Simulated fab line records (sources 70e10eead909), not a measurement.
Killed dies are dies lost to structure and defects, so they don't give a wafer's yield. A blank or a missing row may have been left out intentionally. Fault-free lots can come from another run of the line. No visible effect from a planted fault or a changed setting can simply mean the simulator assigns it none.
Matching of chambers	flow nandHarc	cmp-01 running NHARC_A_BONDPAD_CMP_29: 4 sister chambers
The step polishes SiCN, target thk 200 nm. 8 wafers are shown with their chamber, then 7 later ones without.

WAFERS PAIRED WITH THEIR CHAMBERS
wafer	chamber	motorCurrentA (A)	slurryFlowMlMin
L135.1	2	11.9	149.4
L136.3	3	14.7	149.7
L136.5	2	11.8	150.1
L140.1	3	14.8	149.9
L140.4	1	14.6	150.3
L140.5	0	12.4	149.3
L141.3	0	12.1	149.7
L141.4	1	15.4	150.6

WAFERS WHOSE CHAMBER IS MISSING
wafer	motorCurrentA (A)	slurryFlowMlMin
L141.5	12.6	150.4
L139.1	12.4	150.0
L139.2	12.6	149.7
L139.3	14.1	151.1
L146.1	15.5	149.6
L146.4	11.8	150.5
L146.6	12.7	150.9

EACH ONE'S CHAMBER
wafer	from the rows above	in truth
L141.5	can't be placed: 0 or 2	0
L139.1	can't be placed: 0 or 2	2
L139.2	can't be placed: 0 or 2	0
L139.3	can't be placed: 1 or 3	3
L146.1	can't be placed: 3 or 1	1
L146.4	can't be placed: 2 or 0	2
L146.6	can't be placed: 2 or 0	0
Placed correctly: 0 of 7. Can't be placed from these rows: 7 (the true chamber is among the candidates in 7). Placed wrongly: 0.
How it was worked out, from the rows above alone: a wafer's distance from a chamber is the root of the sum, over the readings, of the square of ((its reading less the chamber's mean) divided by the reading's scatter). The wafer belongs to the nearest chamber; if the next one is less than 2 further off, it can't be placed. Each chamber's mean is taken over the wafers shown for it. How the scatter is found: for the shown wafers, subtract from each reading the mean of its chamber, square and add these, divide the total by (wafers less chambers), then take the root.
